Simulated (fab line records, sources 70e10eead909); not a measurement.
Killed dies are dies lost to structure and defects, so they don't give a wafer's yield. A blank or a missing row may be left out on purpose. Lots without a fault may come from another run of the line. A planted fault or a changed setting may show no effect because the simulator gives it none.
Which tool did it? | flow nand_harc | 24 lots, 72 wafers sampled, at 5 steps of a route of 1159

WHAT THE GAUGES READ, wafer by wafer
NHARC_P_M1_THK_MEAS_24: measures by xrf. Usual: thk_nm 157.8 nm, standard deviation 1.7.
lot  | measured     | on            | thk_nm (nm)       | flag
L074 | day 6 04:24  | film_metro-01 | 158.2 155.8 159.9 |
L075 | day 6 17:04  | film_metro-01 | 158.7 159.2 158.2 |
L076 | day 6 18:13  | film_metro-02 | 157.9 159.8 156.0 |
L077 | day 6 18:35  | film_metro-02 | 159.9 160.5 161.2 |
L078 | day 7 02:20  | film_metro-01 | 160.3 158.1 155.7 |
L079 | day 7 10:59  | film_metro-02 | 152.8 157.1 156.5 |
L080 | day 7 14:11  | film_metro-02 | 157.2 158.6 160.4 |
L081 | day 7 14:30  | film_metro-02 | 158.8 154.0 156.6 |
L083 | day 8 05:09  | film_metro-01 | 157.4 158.5 161.0 |
L084 | day 8 05:17  | film_metro-01 | 157.3 154.7 158.5 |
L082 | day 8 07:01  | film_metro-01 | 160.0 158.8 159.6 |
L085 | day 8 22:56  | film_metro-01 | 157.8 160.2 158.0 |
L087 | day 9 08:13  | film_metro-01 | 159.0 157.5 156.5 |
L086 | day 9 09:35  | film_metro-02 | 158.4 159.2 160.0 |
L088 | day 10 03:00 | film_metro-02 | 158.3 157.4 159.4 |
L089 | day 10 06:47 | film_metro-01 | 158.1 157.6 158.3 |
L090 | day 10 06:58 | film_metro-01 | 156.1 159.7 159.0 |
L091 | day 10 08:32 | film_metro-01 | 158.3 158.2 158.5 |
L092 | day 10 13:04 | film_metro-01 | 160.0 156.1 159.1 |
L093 | day 10 13:10 | film_metro-02 | 156.3 155.5 157.8 |
L095 | day 11 11:08 | film_metro-01 | 153.7 156.3 157.1 |
L094 | day 11 11:48 | film_metro-02 | 159.4 157.4 157.0 |
L096 | day 11 13:05 | film_metro-02 | 154.5 155.7 153.9 |
L097 | day 11 13:23 | film_metro-02 | 159.4 159.5 157.9 |

NHARC_P_M1_INSPECT_27. Usual: raw_defect_count 272, standard deviation 92.
lot  | measured     | on                | raw_defect_count | flag
L074 | day 6 04:34  | defect_inspect-01 | 278 164 198      |
L075 | day 6 17:13  | defect_inspect-01 | 333 202 374      |
L076 | day 6 18:23  | defect_inspect-01 | 185 233 268      |
L077 | day 6 18:45  | defect_inspect-02 | 171 235 241      |
L078 | day 7 02:30  | defect_inspect-02 | 195 246 337      |
L079 | day 7 11:08  | defect_inspect-01 | 344 504 263      |
L080 | day 7 14:22  | defect_inspect-02 | 338 265 406      |
L081 | day 7 14:40  | defect_inspect-01 | 393 412 314      |
L083 | day 8 05:19  | defect_inspect-02 | 183 274 178      |
L084 | day 8 05:26  | defect_inspect-02 | 224 229 259      |
L082 | day 8 07:11  | defect_inspect-02 | 259 278 206      |
L085 | day 8 23:05  | defect_inspect-02 | 295 311 275      |
L087 | day 9 08:23  | defect_inspect-01 | 394 636 611      |
L086 | day 9 09:44  | defect_inspect-02 | 311 201 196      |
L088 | day 10 03:10 | defect_inspect-01 | 235 404 372      |
L089 | day 10 06:58 | defect_inspect-02 | 228 154 246      |
L090 | day 10 07:07 | defect_inspect-02 | 153 176 172      |
L091 | day 10 08:41 | defect_inspect-02 | 167 213 280      |
L092 | day 10 13:14 | defect_inspect-01 | 204 310 256      |
L093 | day 10 13:19 | defect_inspect-02 | 165 175 236      |
L095 | day 11 11:17 | defect_inspect-02 | 389 217 254      |
L094 | day 11 11:58 | defect_inspect-01 | 386 369 493      |
L096 | day 11 13:15 | defect_inspect-01 | 218 233 250      |
L097 | day 11 13:33 | defect_inspect-01 | 195 238 208      |

NHARC_P_M2_THK_MEAS_24: measures by xrf. Usual: thk_nm 144.4 nm, standard deviation 1.6.
lot  | measured     | on            | thk_nm (nm)       | flag
L074 | day 6 08:34  | film_metro-01 | 145.5 143.2 147.4 |
L075 | day 6 21:29  | film_metro-02 | 146.9 144.8 144.7 |
L076 | day 6 22:46  | film_metro-01 | 145.7 142.8 147.5 |
L077 | day 6 22:58  | film_metro-01 | 144.9 146.0 147.6 |
L078 | day 7 06:32  | film_metro-01 | 142.9 142.4 141.5 |
L079 | day 7 15:49  | film_metro-01 | 142.9 144.5 145.6 |
L080 | day 7 18:23  | film_metro-02 | 145.4 147.2 144.9 |
L081 | day 7 18:46  | film_metro-02 | 142.4 144.3 144.7 |
L083 | day 8 09:22  | film_metro-02 | 144.2 145.2 144.7 |
L084 | day 8 09:40  | film_metro-02 | 143.8 144.5 144.6 |
L082 | day 8 11:10  | film_metro-01 | 143.0 143.7 141.9 |
L085 | day 9 03:15  | film_metro-01 | 145.1 146.8 147.2 |
L087 | day 9 12:34  | film_metro-01 | 142.5 143.9 143.4 |
L086 | day 9 13:56  | film_metro-02 | 146.7 144.8 146.1 |
L088 | day 10 07:13 | film_metro-01 | 145.1 146.9 145.8 |
L089 | day 10 11:07 | film_metro-01 | 145.9 142.9 144.5 |
L090 | day 10 11:59 | film_metro-02 | 145.1 142.4 142.2 |
L091 | day 10 12:46 | film_metro-01 | 143.9 145.6 146.0 |
L092 | day 10 17:19 | film_metro-01 | 143.2 145.7 144.2 |
L093 | day 10 17:27 | film_metro-02 | 143.4 144.2 144.8 |
L095 | day 11 16:15 | film_metro-01 | 142.1 141.8 143.6 |
L094 | day 11 16:25 | film_metro-02 | 145.6 143.8 146.2 |
L096 | day 11 18:04 | film_metro-02 | 143.6 144.3 143.4 |
L097 | day 11 18:25 | film_metro-02 | 141.6 142.1 145.6 |

NHARC_P_M2_INSPECT_27. Usual: raw_defect_count 293, standard deviation 100.
lot  | measured     | on                | raw_defect_count | flag
L074 | day 6 08:44  | defect_inspect-01 | 193 411 228      |
L075 | day 6 21:38  | defect_inspect-01 | 239 256 193      |
L076 | day 6 22:55  | defect_inspect-02 | 298 162 237      |
L077 | day 6 23:07  | defect_inspect-02 | 481 337 550      |
L078 | day 7 06:41  | defect_inspect-02 | 341 225 326      |
L079 | day 7 15:58  | defect_inspect-01 | 269 470 219      |
L080 | day 7 18:32  | defect_inspect-02 | 256 280 325      |
L081 | day 7 18:55  | defect_inspect-02 | 242 296 408      |
L083 | day 8 09:31  | defect_inspect-02 | 204 409 259      |
L084 | day 8 09:50  | defect_inspect-02 | 394 187 327      |
L082 | day 8 11:20  | defect_inspect-02 | 347 245 288      |
L085 | day 9 03:25  | defect_inspect-02 | 379 432 466      |
L087 | day 9 12:43  | defect_inspect-01 | 255 195 247      |
L086 | day 9 14:05  | defect_inspect-02 | 280 463 229      |
L088 | day 10 07:23 | defect_inspect-01 | 185 232 185      |
L089 | day 10 11:16 | defect_inspect-01 | 183 438 217      |
L090 | day 10 12:08 | defect_inspect-01 | 284 277 225      |
L091 | day 10 12:55 | defect_inspect-01 | 361 438 298      |
L092 | day 10 17:28 | defect_inspect-01 | 506 341 412      |
L093 | day 10 17:37 | defect_inspect-02 | 599 219 289      |
L095 | day 11 16:24 | defect_inspect-02 | 195 156 206      |
L094 | day 11 16:35 | defect_inspect-02 | 292 248 165      |
L096 | day 11 18:13 | defect_inspect-01 | 390 344 262      |
L097 | day 11 18:34 | defect_inspect-02 | 258 301 268      |

WHICH TOOL RAN EACH LOT (tool, then ch and the chambers of the sampled wafers, then the start)
lot  | NHARC_P_M0_PRE_CLEAN_31
L074 | pecvd-04 ch 1,2, day 6 00:28
L075 | pecvd-03 ch 1,2, day 6 12:55
L076 | pecvd-04 ch 1,2, day 6 14:06
L077 | pecvd-03 ch 0,1,2, day 6 14:43
L078 | pecvd-04 ch 0,2, day 6 22:10
L079 | pecvd-04 ch 0,1, day 7 07:05
L080 | pecvd-04 ch 1,2, day 7 10:23
L081 | pecvd-03 ch 1,2, day 7 10:32
L083 | pecvd-02 ch 0,1,2, day 8 00:31
L084 | pecvd-02 ch 0,2, day 8 01:07
L082 | pecvd-03 ch 1,2, day 8 03:04
L085 | pecvd-03 ch 0,1, day 8 19:02
L087 | pecvd-03 ch 0,1, day 9 04:17
L086 | pecvd-02 ch 0,2, day 9 05:38
L088 | pecvd-03 ch 0,1,2, day 9 23:02
L089 | pecvd-03 ch 0,1,2, day 10 02:47
L090 | pecvd-04 ch 0,1, day 10 02:53
L091 | pecvd-02 ch 0,2, day 10 04:22
L092 | pecvd-03 ch 0,1,2, day 10 08:39
L093 | pecvd-03 ch 0,2, day 10 09:06
L095 | pecvd-04 ch 0,1,2, day 11 06:16
L094 | pecvd-03 ch 0,2, day 11 07:43
L096 | pecvd-04 ch 0, day 11 08:43
L097 | pecvd-02 ch 0,1,2, day 11 09:15
- NHARC_P_M0_PRE_CLEAN_31: time 12 s.

WHAT THE TOOLS THEMSELVES READ (means of the sampled wafers that have a number; where no wafer has one, the mark that the record gives instead)
NHARC_P_M0_PRE_CLEAN_31. Usual: heater_power_w 649 W, standard deviation 58.
lot  | tool     | heater_power_w (W) | flag
L074 | pecvd-04 | 564                |
L075 | pecvd-03 | 656                |
L076 | pecvd-04 | 593                |
L077 | pecvd-03 | 624                |
L078 | pecvd-04 | 671                |
L079 | pecvd-04 | 706                |
L080 | pecvd-04 | 655                |
L081 | pecvd-03 | 648                |
L083 | pecvd-02 | 705                |
L084 | pecvd-02 | 661                |
L082 | pecvd-03 | 683                |
L085 | pecvd-03 | 657                |
L087 | pecvd-03 | 677                |
L086 | pecvd-02 | 715                |
L088 | pecvd-03 | 673                |
L089 | pecvd-03 | 648                |
L090 | pecvd-04 | 628                |
L091 | pecvd-02 | 677                |
L092 | pecvd-03 | 606                |
L093 | pecvd-03 | 669                |
L095 | pecvd-04 | 634                |
L094 | pecvd-03 | 636                |
L096 | pecvd-04 | 587                |
L097 | pecvd-02 | 676                |

THE ANSWER, worked out from the rows above alone
Rule: a lot is off if the mean of its wafers that have a number lies more than 3 standard deviations from the usual mean. A lot without any number at a reading at which 4 lots or more have one is off too. The other lots that the step has rows for count as sound. The gauges are gone through in route order, then the tools' own readings, and for those a lot's mean is taken as printed above. The first step at which some lot is off is used, and at that step the reading that is off furthest; a lot without a number counts as furthest.
No lot is off at any reading shown: from this, nothing can be told.

WHAT THE SIMULATOR HAD PUT IN
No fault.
